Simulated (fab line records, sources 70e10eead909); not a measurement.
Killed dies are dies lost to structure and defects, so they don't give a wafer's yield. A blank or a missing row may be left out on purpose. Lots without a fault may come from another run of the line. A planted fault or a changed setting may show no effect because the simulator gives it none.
Chamber matching | flow nand_harc | NHARC_A_M0_ETCH_34 on rie_diel-11: 4 sister chambers
The step etches the open film in N2/H2, target depth 40 nm, overetch 12 nm, time 43.94 s. 24 wafers are shown with their chamber, then 12 later ones without.

WAFERS WITH THEIR CHAMBER
wafer  | chamber | drypump_motor_current_A (A) | rf_vpp_V (V) | throttle_valve_pct (%)
L074.1 | 0       | 5.0                         | 431.5        | 14.179
L074.2 | 3       | 5.6                         | 430.9        | 14.165
L074.3 | 2       | 6.6                         | 428.7        | 14.168
L074.4 | 1       | 5.7                         | 429.1        | 14.173
L074.5 | 0       | 5.1                         | 431.6        | 14.171
L074.6 | 1       | 5.7                         | 428.6        | 14.170
L078.2 | 2       | 6.6                         | 427.7        | 14.177
L078.4 | 0       | 5.0                         | 431.9        | 14.185
L078.6 | 2       | 6.6                         | 429.0        | 14.150
L079.1 | 2       | 6.6                         | 429.6        | 14.171
L079.2 | 1       | 5.7                         | 428.3        | 14.182
L079.4 | 3       | 5.6                         | 431.1        | 14.171
L085.1 | 2       | 6.6                         | 428.5        | 14.170
L085.2 | 0       | 5.1                         | 432.7        | 14.171
L085.5 | 2       | 6.6                         | 428.9        | 14.168
L085.3 | 1       | 5.8                         | 427.2        | 14.154
L085.4 | 0       | 5.1                         | 433.0        | 14.176
L085.6 | 1       | 5.7                         | 428.2        | 14.159
L088.1 | 3       | 5.6                         | 431.6        | 14.163
L088.2 | 1       | 5.8                         | 428.5        | 14.177
L088.6 | 2       | 6.6                         | 427.9        | 14.176
L087.3 | 1       | 5.7                         | 428.9        | 14.171
L087.4 | 0       | 5.1                         | 433.6        | 14.180
L087.6 | 1       | 5.8                         | 428.0        | 14.173

SIGNATURES (means of the wafers above)
reading                 | chamber 0 | chamber 1 | chamber 2 | chamber 3 | scatter within a chamber
drypump_motor_current_A | 5.067     | 5.737     | 6.600     | 5.600     | 0.0401
rf_vpp_V                | 432.383   | 428.350   | 428.614   | 431.200   | 0.665
throttle_valve_pct      | 14.17700  | 14.16987  | 14.16857  | 14.16633  | 0.00792
Rule: a wafer's distance from a chamber is the root of the sum, over the readings, of the square of ((its reading less the chamber's mean) divided by the reading's scatter). The wafer belongs to the nearest chamber; if the next one is less than 2 further off, it can't be placed. The scatter: the root of (the sum of the squares of (reading less its chamber's mean) over the shown wafers, divided by (wafers less chambers)).

WAFERS WITHOUT THEIR CHAMBER
wafer  | drypump_motor_current_A (A) | rf_vpp_V (V) | throttle_valve_pct (%)
L087.1 | 5.6                         | 432.8        | 14.169
L087.2 | 6.6                         | 428.7        | 14.155
L087.5 | 5.1                         | 431.9        | 14.157
L089.1 | 5.7                         | 429.5        | 14.173
L089.3 | 5.1                         | 431.3        | 14.166
L089.4 | 6.6                         | 426.9        | 14.177
L090.3 | 5.0                         | 431.5        | 14.162
L090.5 | 5.8                         | 429.1        | 14.158
L090.6 | 6.6                         | 429.5        | 14.170
L095.2 | 5.6                         | 432.1        | 14.170
L095.4 | 6.6                         | 428.9        | 14.158
L095.6 | 5.1                         | 433.4        | 14.159

WHICH CHAMBER EACH WENT THROUGH
wafer  | from the rows above     | in truth
L087.1 | 3                       | 3
L087.2 | 2                       | 2
L087.5 | 0                       | 0
L089.1 | can't be placed: 1 or 3 | 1
L089.3 | 0                       | 0
L089.4 | 2                       | 2
L090.3 | 0                       | 0
L090.5 | 1                       | 1
L090.6 | 2                       | 2
L095.2 | 3                       | 3
L095.4 | 2                       | 2
L095.6 | 0                       | 0
Placed correctly: 11 of 12. Can't be placed from these rows: 1 (the true chamber is among the candidates in 1). Placed wrongly: 0.
